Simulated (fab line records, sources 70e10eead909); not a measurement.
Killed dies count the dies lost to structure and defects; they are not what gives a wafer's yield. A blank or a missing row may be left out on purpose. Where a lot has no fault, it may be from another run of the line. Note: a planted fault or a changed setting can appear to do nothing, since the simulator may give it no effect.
fab line records	flow nand-harc
[record] lots = 13	wafers = 38	last-day = 24
route steps=1159 shown P_BONDPAD@377 A_ONON_D1@441 A_CHANNEL_HOLE_D1@469 END@1159
lots with no fault: from the same line, run without faults
start-h: start of the lot's first displayed wafer, in hours after the record's first day	wait-h: how many hours have passed since the lot's step before this one	" identical to the entry in the row above	L1.1+2: a single row standing in for several wafers	- no value present, or no start provided	* or withheld: withheld	< > ~ a bound
route shown NAME@n: a module of which the file shows steps, and the number in the route of the first	usual: mean and standard deviation over wafers with no fault	same: alike in all rows	chamber/n: place in a boat	sites: readings site by site	_std_site: standard deviation of those values	_edge_site: inner sites' mean taken away from outer sites' mean	radius-mm: for every site, how far away it sits from the centre of the wafer	mask NAME#n: copy n	behind: the most recent tool/chamber to have shaped the wafer	hold: what put the lot on hold/how long, in hours/how the hold closed	device: the transistor (n, p or np) that didn't switch	end of line: at the end of the route, the tests of the same wafers	step lacking rows: just its recipe	killed: dies lost to structure and defects at the first sort, not the wafer's yield	map: the dies of a wafer, with x for killed, . for not killed, _ for no die there
set.NAME: the run value of the setting; set.NAME@STEP: its run value at that earlier step	model.NAME: the simulator's own value behind a step, which no gauge read
one table for each step of the route and one row for each wafer, over a sample of lots
services: the hour from which a tool's chamber was out of use, counted from the record's first day as start-h (under 0 if before that day), plus the number of hours and why
[[steps]]
[step NHARC_P_BONDPAD_PVD_27]
[recipe] target-thk-a = 300	chamber-pressure-pa = 5	power-w = 5000	substrate-temp-c = 30	time-s = 20.49	material = Cu
[usual] throttle-valve-pct = 29.9/0.73
[same] time-s = 20.49
lot.wafer	tool	chamber	start-h	wait-h	throttle-valve-pct
L626.3	pvd-sputter-03	-	-	-	30.3
L626.1	"	-	"	"	30.3
L626.5	"	-	"	"	28.9
L628.2	pvd-sputter-01	-	-	-	30.1
L628.4	"	-	"	"	30.3
L628.3	"	-	"	"	31.4
L627.2	pvd-sputter-02	-	-	-	29.9
L627.3	"	-	"	"	31.1
L627.1	"	-	"	"	29.0
L629.1	pvd-sputter-03	-	-	-	29.1
L629.5	"	-	"	"	28.7
L629.6	"	-	"	"	29.1
L630.4	pvd-sputter-02	-	158.32	-	29.8
L630.6	"	-	"	"	30.6
L630.5	"	-	"	"	28.8
L631.2	pvd-sputter-03	-	-	-	30.7
L631.1	"	-	"	"	30.0
L631.3	"	-	"	"	29.0
L635.4	pvd-sputter-01	-	-	-	30.4
L635.3	"	-	"	"	30.4
L635.6	"	-	"	"	30.5
L638.1	pvd-sputter-03	-	-	-	28.9
L638.4	"	-	"	"	28.7
L638.6	"	-	"	"	30.2
L642.2	pvd-sputter-02	-	-	-	30.6
L642.6	"	-	"	"	28.9
L645.3	pvd-sputter-03	-	-	-	30.6
L645.2	"	-	"	"	30.3
L645.1	"	-	"	"	28.9
L646.2	pvd-sputter-03	-	-	-	30.4
L646.1	"	-	"	"	29.1
L646.6	"	-	"	"	29.1
L647.1	pvd-sputter-01	-	-	-	29.7
L647.3	"	-	"	"	30.4
L647.2	"	-	"	"	29.9
L648.2	pvd-sputter-01	-	-	-	30.1
L648.5	"	-	"	"	30.1
L648.6	"	-	"	"	30.7
[step NHARC_A_ONON_D1_THK_MEAS_24]
[recipe] thk-meas-gauge = ellipsometry
[usual] thk-nm = 1002/7.5
lot.wafer	tool	chamber	start-h	wait-h	thk-nm
L626.1	film-metro-02	-	164.71	-	996
L626.3	"	-	"	"	997
L626.5	"	-	"	"	997
L627.1	film-metro-01	-	178.14	-	998
L627.2	"	-	"	"	995
L627.3	"	-	"	"	996
L628.2	film-metro-02	-	178.14	-	994
L628.3	"	-	"	"	993
L628.4	"	-	"	"	993
L629.1	film-metro-01	-	188.41	-	991
L629.5	"	-	"	"	989
L629.6	"	-	"	"	988
L631.1	film-metro-01	-	194.13	-	1002
L631.2	"	-	"	"	1000
L631.3	"	-	"	"	1000
L630.4	film-metro-02	-	194.13	-	1010
L630.5	"	-	"	"	1009
L630.6	"	-	"	"	1011
L635.3	film-metro-02	-	224.25	-	999
L635.4	"	-	"	"	1000
L635.6	"	-	"	"	1001
L638.1	film-metro-02	-	247.14	-	998
L638.4	"	-	"	"	996
L638.6	"	-	"	"	996
L642.2	film-metro-02	-	261.76	-	1006
L642.6	"	-	"	"	1004
L645.1	film-metro-01	-	273.14	-	1005
L645.2	"	-	"	"	1004
L645.3	"	-	"	"	1006
L646.1	film-metro-02	-	289.35	-	1017
L646.2	"	-	"	"	1019
L646.6	"	-	"	"	1017
L647.1	film-metro-02	-	293.43	-	1010
L647.2	"	-	"	"	1009
L647.3	"	-	"	"	1011
L648.2	film-metro-01	-	293.78	-	1004
L648.5	"	-	"	"	1003
L648.6	"	-	"	"	1003
[step NHARC_A_ONON_D1_DEP_28]
[recipe] target-thk-a = 10000	n2-flow-sccm = 2750	n2o-flow-sccm = 2000	nh3-flow-sccm = 500	sih4-flow-sccm = 210	temp-c = 400
[usual] n2-flow-sccm = 2750/7.9
lot.wafer	tool	chamber	start-h	wait-h	n2-flow-sccm
L626.1	pecvd-onon-01	0	165.33	0.1	2751
L626.3	"	0	"	"	2752
L626.5	"	0	"	"	2762
L627.1	pecvd-onon-02	0	178.77	0.1	2752
L627.2	"	0	"	"	2749
L627.3	"	0	"	"	2751
L628.2	pecvd-onon-01	0	178.82	0.1	2740
L628.3	"	0	"	"	2748
L628.4	"	0	"	"	2734
L629.1	pecvd-onon-01	0	189.05	0.1	2757
L629.5	"	0	"	"	2755
L629.6	"	0	"	"	2763
L631.1	pecvd-onon-02	0	194.77	0.1	2764
L631.2	"	0	"	"	2761
L631.3	"	0	"	"	2751
L630.4	pecvd-onon-03	0	194.92	0.2	2757
L630.5	"	0	"	"	2751
L630.6	"	0	"	"	2758
L635.3	pecvd-onon-01	0	224.99	0.2	2760
L635.4	"	0	"	"	2759
L635.6	"	0	"	"	2749
L638.1	pecvd-onon-01	0	247.79	0.1	2745
L638.4	"	0	"	"	2762
L638.6	"	0	"	"	2743
L642.2	pecvd-onon-01	0	262.51	0.2	2745
L642.6	"	0	"	"	2747
L645.1	pecvd-onon-02	0	273.79	0.1	2743
L645.2	"	0	"	"	2745
L645.3	"	0	"	"	2753
L646.1	pecvd-onon-03	0	289.97	0.1	2750
L646.2	"	0	"	"	2750
L646.6	"	0	"	"	2760
L647.1	pecvd-onon-03	0	294.05	0.1	2753
L647.2	"	0	"	"	2738
L647.3	"	0	"	"	2750
L648.2	pecvd-onon-03	0	294.47	0.1	2758
L648.5	"	0	"	"	2760
L648.6	"	0	"	"	2752
[step NHARC_A_ONON_D1_THK_MEAS_30]
[recipe] thk-meas-gauge = ellipsometry
[usual] thk-nm = 996/12
lot.wafer	tool	chamber	start-h	wait-h	thk-nm
L626.1	film-metro-01	-	165.84	-	1000
L626.3	"	-	"	"	1000
L626.5	"	-	"	"	999
L628.2	film-metro-02	-	179.27	-	987
L628.3	"	-	"	"	985
L628.4	"	-	"	"	986
L627.1	film-metro-01	-	179.29	-	994
L627.2	"	-	"	"	992
L627.3	"	-	"	"	992
L629.1	film-metro-01	-	189.56	-	996
L629.5	"	-	"	"	998
L629.6	"	-	"	"	995
L630.4	film-metro-02	-	195.26	-	983
L630.5	"	-	"	"	981
L630.6	"	-	"	"	980
L631.1	film-metro-01	-	195.28	-	1011
L631.2	"	-	"	"	1013
L631.3	"	-	"	"	1011
L635.3	film-metro-02	-	225.38	-	1020
L635.4	"	-	"	"	1019
L635.6	"	-	"	"	1017
L638.1	film-metro-02	-	248.31	-	985
L638.4	"	-	"	"	1368
L638.6	"	-	"	"	986
L642.2	film-metro-02	-	262.96	-	1379
L642.6	"	-	"	"	997
L645.1	film-metro-01	-	274.29	-	1013
L645.2	"	-	"	"	1014
L645.3	"	-	"	"	1014
L646.1	film-metro-01	-	290.47	-	1002
L646.2	"	-	"	"	1003
L646.6	"	-	"	"	1000
L647.1	film-metro-01	-	294.56	-	982
L647.2	"	-	"	"	984
L647.3	"	-	"	"	985
L648.2	film-metro-01	-	294.92	-	995
L648.5	"	-	"	"	996
L648.6	"	-	"	"	996
[step NHARC_A_CHANNEL_HOLE_D1_ETCH_16]
[recipe] target-depth-a = 31000	over-etch-frac = 0.3	time-s = 806	ion-energy-ev = 150	o2-flow-sccm = 400	cos-flow-sccm = 20	ar-flow-sccm = 0	rf-w = 500	bias-w = 300	chemistry = O2/COS
[usual] bias-w = 300.0/0.9	chamber-pressure-mTorr = 20.001/0.019	drypump-motor-current-A = 5.4/0.33	oes-product-au = 0.999/0.007	rf-vpp-V = 315.5/1.6	showerhead-plenum-p-Torr = 3.22/0.088	throttle-valve-pct = 28.328/0.0086
[same] time-s = 806
lot.wafer	tool	chamber	start-h	wait-h	bias-w	chamber-pressure-mTorr	drypump-motor-current-A	oes-product-au	rf-hours-counter-h	rf-vpp-V	showerhead-plenum-p-Torr	throttle-valve-pct
L626.3	rie-diel-03	1	-	-	299.5	20.007	5.6	1.004	10	314.6	3.21	28.331
L626.1	"	2	"	"	301.5	20.022	5.5	0.997	9	316.5	3.26	28.318
L626.5	"	1	"	"	297.8	20.001	5.6	0.997	-	314.9	3.21	28.331
L628.3	rie-diel-12	0	-	-	301.4	20.022	5.7	1.010	12	318.0	3.35	28.355
L628.4	"	2	"	"	299.2	19.992	5.8	1.007	11	316.9	3.28	28.340
L628.2	"	3	"	"	299.1	20.034	4.9	1.020	9	316.6	3.22	28.332
L627.3	rie-diel-07	1	-	-	299.9	19.979	6.0	0.991	7	313.1	3.01	28.317
L627.1	"	2	"	"	300.0	19.981	5.5	0.996	8	314.7	3.15	28.322
L627.2	"	3	"	"	298.7	20.004	6.2	1.003	8	317.7	3.27	28.339
L629.1	rie-diel-03	0	-	-	302.0	19.996	5.3	0.996	11	312.9	3.05	28.336
L629.5	"	1	"	"	299.5	19.968	5.5	1.000	-	316.7	3.21	28.315
L629.6	"	2	"	"	300.7	20.020	5.5	0.996	-	316.3	3.26	28.340
L630.4	rie-diel-03	0	-	-	299.0	19.995	5.3	0.989	11	311.1	3.05	28.348
L630.5	"	3	"	"	300.8	19.975	4.9	0.993	-	317.6	3.28	28.326
L630.6	"	0	"	"	300.3	20.022	5.3	0.987	-	312.6	3.05	28.331
L631.1	rie-diel-12	0	-	-	299.9	19.996	5.7	1.003	14	319.0	3.35	28.307
L631.3	"	2	"	"	300.8	20.025	5.8	1.000	12	317.1	3.28	28.330
L631.2	"	3	"	"	300.8	20.008	4.8	1.009	10	315.5	3.22	28.349
L635.4	rie-diel-12	2	-	-	299.5	20.030	5.8	0.992	2	315.5	3.28	28.320
L635.3	"	3	"	"	298.7	20.006	4.9	1.004	2	315.2	3.22	28.320
L635.6	"	0	"	"	299.4	20.020	5.7	1.002	-	317.1	3.35	28.329
L638.1	rie-diel-03	2	-	-	299.2	19.965	5.5	0.989	2	314.6	3.26	28.331
L638.4	"	3	"	"	301.3	20.005	5.0	0.996	2	315.5	3.28	28.325
L638.6	"	2	"	"	299.4	20.026	5.5	0.998	-	316.4	3.26	28.327
L642.2	rie-diel-12	3	-	-	298.5	20.010	4.9	1.012	6	315.3	3.22	28.315
L642.6	"	1	"	"	300.7	19.987	5.4	1.000	-	313.7	3.20	28.315
L645.3	rie-diel-03	2	-	-	299.8	20.044	5.5	1.009	4	315.9	3.26	28.329
L645.1	"	3	"	"	300.1	20.011	5.0	0.995	4	316.6	3.28	28.331
L645.2	"	0	"	"	300.6	19.996	5.3	1.000	4	314.1	3.05	28.328
L646.1	rie-diel-07	1	-	-	300.6	19.982	5.9	0.985	3	310.9	3.01	28.324
L646.2	"	3	"	"	302.5	20.011	6.2	1.004	3	314.9	3.26	28.320
L646.6	"	1	"	"	299.5	19.994	5.9	0.992	-	313.5	3.01	28.330
L647.2	rie-diel-12	2	-	-	300.0	19.963	5.8	0.993	7	316.5	3.28	28.319
L647.1	"	3	"	"	299.5	20.018	4.9	1.004	8	316.0	3.21	28.323
L647.3	"	0	"	"	301.0	20.013	5.7	0.995	9	316.8	3.34	28.331
L648.2	rie-diel-03	0	-	-	300.6	19.999	5.3	0.996	5	313.6	3.05	28.335
L648.6	"	0	"	"	299.0	19.973	5.3	0.989	-	313.5	3.05	28.323
L648.5	"	1	"	"	299.8	19.998	5.6	1.008	-	314.8	3.20	28.336
[step NHARC_END_SORT_01]
[recipe] temp-c = 25
[usual] killed-at-array = 27/9.8	killed-at-other = 0.6/0.83	killed-at-periphery = 3.5/2.4	killed-dies = 31/9.6	killed-open = 3.1/1.9	killed-short = 2.0/1.5
[same] gross-dies = 677
lot.wafer	tool	chamber	start-h	wait-h	killed-at-array	killed-at-other	killed-at-periphery	killed-dies	killed-open	killed-short
L638.1	prober-01	0	542.45	2.5	50	0	2	52	2	5
L638.4	prober-01	0	544.86	3.4	34	0	0	34	2	2
L638.6	prober-01	0	546.46	4.0	29	0	0	29	2	0
// killed by level:class
L638.1 A_SLIT:chamber-film-flake=23 A_CHANNEL_HOLE_D1:chamber-film-flake=18 A_SOURCE_PLATE:geometric-particle:short=2 A_CHANNEL_FILL_D1:geometric-particle:short=2 A_ONON_D1:geometric-particle:short=1 A_STAIRCASE:geometric-particle:open=1 A_WL_FILL:geometric-particle:open=1 P_ZERO_WELL:chamber-film-flake=1
L638.4 A_CHANNEL_HOLE_D1:chamber-film-flake=16 A_SLIT:chamber-film-flake=13 A_CONTACT:geometric-particle:open=2 A_CHANNEL_FILL_D1:geometric-particle:short=1 A_STAIRCASE:geometric-particle:short=1 A_CONTACT:chamber-film-flake=1
L638.6 A_CHANNEL_HOLE_D1:chamber-film-flake=14 A_SLIT:chamber-film-flake=8 A_STAIRCASE:chamber-film-flake=2 A_WL_FILL:geometric-particle:open=1 A_CONTACT:geometric-particle:open=1 A_ZERO_WELL:chamber-film-flake=1 A_CHANNEL_FILL_D1:chamber-film-flake=1 A_CONTACT:chamber-film-flake=1
[[services]]
tool	chamber	start-h	hours	kind
pecvd-onon-02	-	111.07	13.0	pm
rie-diel-12	1	117.41	19.6	repair
rie-diel-03	3	117.88	47.0	repair
rie-diel-12	3	124.57	32.5	repair
pvd-sputter-02	-	125.19	1.9	repair
rie-diel-12	-	132.07	0.2	repair
rie-diel-03	2	146.31	4.8	repair
pecvd-onon-03	-	153.28	13.0	pm
rie-diel-03	2	158.31	7.9	repair
pvd-sputter-01	-	175.48	5.0	repair
pvd-sputter-03	-	176.54	1.5	repair
rie-diel-12	1	185.21	3.9	repair
pecvd-onon-01	-	195.00	13.0	pm
pvd-sputter-02	-	199.40	1.1	repair
rie-diel-12	-	202.41	9.0	pm
rie-diel-07	1	207.07	8.9	repair
pvd-sputter-02	-	214.00	10.0	pm
rie-diel-03	-	215.30	9.0	pm
rie-diel-07	-	228.26	9.0	pm
pvd-sputter-02	-	232.15	3.7	repair
pvd-sputter-02	-	250.75	45.5	repair
pvd-sputter-03	-	280.04	10.0	pm
rie-diel-03	0	285.91	1.9	repair
pecvd-onon-02	-	292.14	13.0	pm
[[key]]
[first-sign] step = NHARC_A_ONON_D1_THK_MEAS_30	reading = thk-nm	direction = up	sigmas = 31	usual = 996	struck = 1374
effect none on later readings
met-at NHARC_A_ONON_D1_DEP_28
struck-lots L638,L642
struck-wafers L638.4,L642.2
sort-left-out L642.2
tester-left-out L638,L642
not-acting-at NHARC_P_BONDPAD_PVD_27,NHARC_A_ONON_D1_THK_MEAS_24,NHARC_A_CHANNEL_HOLE_D1_ETCH_16
onset-between 224.99 247.79
[fault] kind = process-parameter-drift	tool = pecvd-onon-01	chamber = -	onset-h = 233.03	steps = NHARC_A_ONON_D1_DEP_28	channel = target-thk-a	offset = *	shape = step	end-h = 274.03	scope = struck-wafers-only	acts-in = *	stated = *
// tester-left-out: of these lots the tester's yield and bins aren't shown, on N5 and GAA mostly nor the transistor test; their killed dies are dies lost to structure and defects alone, not to doping, threshold or leakage, so they don't give the yield
// sort-left-out: the simulated sort isn't trusted on such a fault, so these wafers' sort isn't shown, and their yield isn't known
